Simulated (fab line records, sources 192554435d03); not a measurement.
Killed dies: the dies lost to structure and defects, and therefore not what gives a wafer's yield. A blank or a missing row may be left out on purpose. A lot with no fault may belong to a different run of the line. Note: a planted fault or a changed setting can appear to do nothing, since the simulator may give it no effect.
The same fault as seen by 2 desks || flow n5_finfet || every desk sees just its own numbers, and what lay behind them comes last

FROM THE METROLOGY DESK
Lot by lot, what the gauges showed, no matter which tool ran the lot: averages of those sampled wafers that carry a number. If a lot's mean is further than 4 standard deviations from the usual mean, the lot is out of limits and carries the mark OUT (the distance appears in the brackets). Only the readings that lie furthest out on some lot appear, 7 of the 11 it has.
Columns: A = DIBL_N at N5_BEOL_M4_RC_MEAS_101, usual 36.5 mV/V; B = DIBL_P at N5_BEOL_M4_RC_MEAS_101, usual 36.9 mV/V; C = IOFF_N at N5_BEOL_M4_RC_MEAS_101, usual 0.163 nA/um; D = ION_N at N5_BEOL_M4_RC_MEAS_101, usual 673 uA/um; E = SS_N at N5_BEOL_M4_RC_MEAS_101, usual 71.6 mV/dec; F = SS_P at N5_BEOL_M4_RC_MEAS_101, usual 73.4 mV/dec; G = VT_N at N5_BEOL_M4_RC_MEAS_101, usual 249.8 mV
{"lot": "L353", "first seen here": "day 7 23:18", "A": 36.1, "B": 37.3, "C": 0.163, "D": 667, "E": 71.7, "F": 73.9, "G": 250.3}
{"lot": "L360", "first seen here": "day 9 21:07", "A": 36.1, "B": 37.5, "C": 0.179, "D": 676, "E": 72.2, "F": 73.9, "G": 248.2}
{"lot": "L362", "first seen here": "day 10 17:21", "A": 35.8, "B": 35.5, "C": 0.149, "D": 674, "E": 71.1, "F": 73.0, "G": 252.1}
{"lot": "L364", "first seen here": "day 11 05:37", "A": 36.5, "B": 36.7, "C": 0.163, "D": 672, "E": 71.3, "F": 73.3, "G": 250.7}
{"lot": "L363", "first seen here": "day 11 06:55", "A": 36.6, "B": 37.7, "C": 0.173, "D": 670, "E": 71.9, "F": 73.7, "G": 247.4}
{"lot": "L367", "first seen here": "day 11 10:32", "A": 37.2, "B": 38.0, "C": 0.187, "D": 688, "E": 71.5, "F": 74.1, "G": 246.2}
{"lot": "L368", "first seen here": "day 12 08:54", "A": 36.5, "B": 37.0, "C": 0.170, "D": 672, "E": 71.3, "F": 73.2, "G": 248.1}
{"lot": "L371", "first seen here": "day 12 13:56", "A": 34.0, "B": 35.4, "C": 0.128, "D": 664, "E": 71.1, "F": 73.0, "G": 254.4}
{"lot": "L370", "first seen here": "day 12 16:38", "A": 38.2, "B": 39.5, "C": 0.173, "D": 675, "E": 72.0, "F": 73.8, "G": 250.7}
{"lot": "L372", "first seen here": "day 12 18:17", "A": 35.8, "B": 37.2, "C": 0.154, "D": 669, "E": 71.2, "F": 73.9, "G": 251.4}
{"lot": "L373", "first seen here": "day 13 19:39", "A": 33.2, "B": 33.4, "C": 0.122, "D": 668, "E": 70.2, "F": 72.3, "G": 250.7}
This desk found nothing out of limits on any of the 11 lots.

TOOL OWNER'S DESK, rie_diel-04
The tool's own readings at N5_BEOL_M10_ETCH_41 (etches SiCN in CH3F/O2, target depth 42.6 nm, time 86 s): means of the sampled wafers that have a number, for each lot that ran on this tool. If a lot's mean is further than 4 standard deviations from the usual mean, the lot is out of limits and carries the mark OUT (the distance appears in the brackets).
Columns: A = CH3F_flow_sccm at N5_BEOL_M10_ETCH_41, usual 30.00 sccm; B = O2_flow_sccm at N5_BEOL_M10_ETCH_41, usual 20.00 sccm; C = drypump_motor_current_A at N5_BEOL_M10_ETCH_41, usual 6.0 A; D = oes_product_au at N5_BEOL_M10_ETCH_41, usual 0.82 a.u.; E = rf_vpp_V at N5_BEOL_M10_ETCH_41, usual 297.3 V; F = showerhead_plenum_p_Torr at N5_BEOL_M10_ETCH_41, usual 2.00 Torr; G = throttle_valve_pct at N5_BEOL_M10_ETCH_41, usual 16.31 %
{"lot": "L362", "first seen here": "day 12 14:20", "A": 29.95, "B": 19.97, "C": 5.8, "D": 0.73, "E": 297.1, "F": 1.96, "G": 16.26}
{"lot": "L368", "first seen here": "day 14 08:44", "A": 29.99, "B": 19.97, "C": 5.9, "D": 0.81, "E": 298.8, "F": 2.04, "G": 16.28}
{"lot": "L371", "first seen here": "day 14 11:52", "A": 29.91, "B": 20.01, "C": 6.0, "D": 0.86, "E": 298.7, "F": 2.06, "G": 16.25}
{"lot": "L370", "first seen here": "day 14 19:07", "A": 30.08, "B": 20.03, "C": 6.0, "D": 0.86, "E": 298.4, "F": 2.06, "G": 16.27}
{"lot": "L372", "first seen here": "day 14 19:41", "A": 30.06, "B": 19.98, "C": 5.6, "D": 0.80, "E": 297.3, "F": 1.98, "G": 16.18}
This desk found nothing out of limits on any of the 5 lots.

PUT TOGETHER
Nothing out of limits was seen by the metrology desk.
The tool owner's desk saw nothing out of limits.

WHAT WAS PUT IN BY THE SIMULATOR
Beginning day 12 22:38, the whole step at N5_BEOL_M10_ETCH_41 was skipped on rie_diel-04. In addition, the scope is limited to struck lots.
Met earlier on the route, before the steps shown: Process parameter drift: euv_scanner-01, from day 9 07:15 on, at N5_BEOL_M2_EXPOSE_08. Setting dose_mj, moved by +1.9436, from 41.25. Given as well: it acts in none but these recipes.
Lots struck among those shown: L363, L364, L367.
